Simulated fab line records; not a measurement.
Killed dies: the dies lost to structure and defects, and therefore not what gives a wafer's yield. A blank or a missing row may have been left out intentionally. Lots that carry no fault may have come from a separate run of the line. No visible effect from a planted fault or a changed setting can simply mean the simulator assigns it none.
Matching of chambers :: flow n5_finfet :: 4 sister chambers for N5_BEOL_M15_DESCUM_33 on rie_diel-04
The step chemistry O2, time 7.9 s. 8 wafers are shown with their chamber, then 10 later ones without.

## EACH WAFER AND ITS CHAMBER
wafer: L080.5
chamber: 3
drypump_motor_current_A (A): 6.6
showerhead_plenum_p_Torr (Torr): 2.00

wafer: L084.2
chamber: 3
drypump_motor_current_A (A): 6.7
showerhead_plenum_p_Torr (Torr): 1.99

wafer: L084.6
chamber: 0
drypump_motor_current_A (A): 5.7
showerhead_plenum_p_Torr (Torr): 2.12

wafer: L085.2
chamber: 1
drypump_motor_current_A (A): 6.5
showerhead_plenum_p_Torr (Torr): 2.09

wafer: L085.5
chamber: 1
drypump_motor_current_A (A): 6.5
showerhead_plenum_p_Torr (Torr): 2.09

wafer: L085.6
chamber: 2
drypump_motor_current_A (A): 5.7
showerhead_plenum_p_Torr (Torr): 2.14

wafer: L090.2
chamber: 0
drypump_motor_current_A (A): 5.7
showerhead_plenum_p_Torr (Torr): 2.12

wafer: L090.3
chamber: 2
drypump_motor_current_A (A): 5.7
showerhead_plenum_p_Torr (Torr): 2.14

## WAFERS WITH NO CHAMBER GIVEN
wafer: L090.5
drypump_motor_current_A (A): 6.5
showerhead_plenum_p_Torr (Torr): 2.09

wafer: L088.1
drypump_motor_current_A (A): 5.7
showerhead_plenum_p_Torr (Torr): 2.12

wafer: L088.3
drypump_motor_current_A (A): 6.6
showerhead_plenum_p_Torr (Torr): 1.99

wafer: L088.4
drypump_motor_current_A (A): 6.5
showerhead_plenum_p_Torr (Torr): 2.09

wafer: L092.1
drypump_motor_current_A (A): 5.7
showerhead_plenum_p_Torr (Torr): 2.12

wafer: L092.2
drypump_motor_current_A (A): 6.5
showerhead_plenum_p_Torr (Torr): 2.09

wafer: L092.3
drypump_motor_current_A (A): 5.7
showerhead_plenum_p_Torr (Torr): 2.14

wafer: L097.3
drypump_motor_current_A (A): 5.7
showerhead_plenum_p_Torr (Torr): 2.11

wafer: L097.5
drypump_motor_current_A (A): 6.6
showerhead_plenum_p_Torr (Torr): 2.25

wafer: L097.6
drypump_motor_current_A (A): 6.5
showerhead_plenum_p_Torr (Torr): 2.08

## CHAMBER TAKEN BY EACH
wafer: L090.5
from the rows above: 1
in truth: 1

wafer: L088.1
from the rows above: 0
in truth: 0

wafer: L088.3
from the rows above: 3
in truth: 3

wafer: L088.4
from the rows above: 1
in truth: 1

wafer: L092.1
from the rows above: 0
in truth: 0

wafer: L092.2
from the rows above: 1
in truth: 1

wafer: L092.3
from the rows above: 2
in truth: 2

wafer: L097.3
from the rows above: 0
in truth: 0

wafer: L097.5
from the rows above: 2
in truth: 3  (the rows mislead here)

wafer: L097.6
from the rows above: 1
in truth: 1
9 of 10 placed correctly. Left unplaced by these rows: 0. Placed wrongly: 1.
How it was worked out, from the rows above alone: a wafer's distance from a chamber is the root of the sum, over the readings, of the square of ((its reading less the chamber's mean) divided by the reading's scatter). The wafer belongs to the nearest chamber; if the next one is less than 2 further off, it can't be placed. Each chamber's mean is taken over the wafers shown for it. How the scatter is found: for the shown wafers, subtract from each reading the mean of its chamber, square and add these, divide the total by (wafers less chambers), then take the root.
